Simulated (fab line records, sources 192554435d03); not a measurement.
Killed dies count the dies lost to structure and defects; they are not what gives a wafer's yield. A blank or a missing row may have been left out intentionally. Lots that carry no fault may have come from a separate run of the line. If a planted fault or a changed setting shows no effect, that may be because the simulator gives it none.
The tool behind it: which one? :: flow n5_finfet :: 12 lots with 36 wafers sampled at 2 steps, on a route of 1938 steps

WHAT THE GAUGES READ, wafer by wafer
N5_ILD0_THK_MEAS_13.
lot: L075
measured: day 4 01:47
on: film_metro-01
thk_nm (nm): 18.4 19.9 19.6

lot: L077
measured: day 4 12:44
on: film_metro-02
thk_nm (nm): 17.6 17.3 15.9

lot: L079
measured: day 4 21:43
on: film_metro-02
thk_nm (nm): 17.4 16.9 17.9

lot: L081
measured: day 5 11:55
on: film_metro-02
thk_nm (nm): 17.4 19.1 16.3

lot: L084
measured: day 6 03:10
on: film_metro-01
thk_nm (nm): 17.9 18.1 18.2

lot: L085
measured: day 6 14:02
on: film_metro-01
thk_nm (nm): 17.3 16.1 17.8

lot: L087
measured: day 6 22:27
on: film_metro-02
thk_nm (nm): 16.7 17.0 16.2

lot: L089
measured: day 7 10:57
on: film_metro-01
thk_nm (nm): 18.3 17.8 18.2

lot: L091
measured: day 7 22:32
on: film_metro-01
thk_nm (nm): 16.8 18.8 17.4

lot: L093
measured: day 8 14:58
on: film_metro-01
thk_nm (nm): 17.2 17.1 16.4

lot: L095
measured: day 9 00:20
on: film_metro-01
thk_nm (nm): 18.8 18.6 19.6

lot: L097
measured: day 9 18:53
on: film_metro-01
thk_nm (nm): 16.6 18.3 17.2

TOOL THAT RAN EACH LOT (tool first, then ch and the chambers of the sampled wafers, then the start)
lot: L075
N5_SD_EPI_N_ETCH_16: rie_diel-02 ch 0,1,2, day 3 11:14

lot: L077
N5_SD_EPI_N_ETCH_16: rie_diel-02 ch 0,1,3, day 3 20:38

lot: L079
N5_SD_EPI_N_ETCH_16: rie_diel-02 ch 0,3, day 4 06:37

lot: L081
N5_SD_EPI_N_ETCH_16: rie_diel-05 ch 0,2, day 4 21:14

lot: L084
N5_SD_EPI_N_ETCH_16: rie_diel-05 ch 1,2, day 5 12:25

lot: L085
N5_SD_EPI_N_ETCH_16: rie_diel-02 ch 0,3, day 5 23:12

lot: L087
N5_SD_EPI_N_ETCH_16: rie_diel-06 ch 1,2,3, day 6 07:34

lot: L089
N5_SD_EPI_N_ETCH_16: rie_diel-02 ch 0,1, day 6 19:20

lot: L091
N5_SD_EPI_N_ETCH_16: rie_diel-06 ch 0,1, day 7 07:01

lot: L093
N5_SD_EPI_N_ETCH_16: rie_diel-06 ch 0,1, day 7 22:14

lot: L095
N5_SD_EPI_N_ETCH_16: rie_diel-06 ch 0,1,2, day 8 07:42

lot: L097
N5_SD_EPI_N_ETCH_16: rie_diel-02 ch 0,2,3, day 9 02:03
- N5_SD_EPI_N_ETCH_16: etches SiO2 in CHF3/O2, target depth 5 nm.

THE ANSWER, worked out from the rows above alone
Rule: the usual values come from the lots themselves. The widest of any qualifying gaps counts: lots, ordered by their means at a reading, are off when they make up no more than a third of the lots, leave a main group of 4 or more, and stand apart from it by 3 or more times the standard deviation of that group's means. A main group whose means are all the same, to the digits that the tables above print for the reading, isn't used. A lot without any number at a reading at which 4 lots or more have one is off too. Where the step has rows for the other lots, those lots are counted as sound.
Nothing can be told from this: no lot is off at any reading shown.

WHAT HAD BEEN PUT IN BY THE SIMULATOR
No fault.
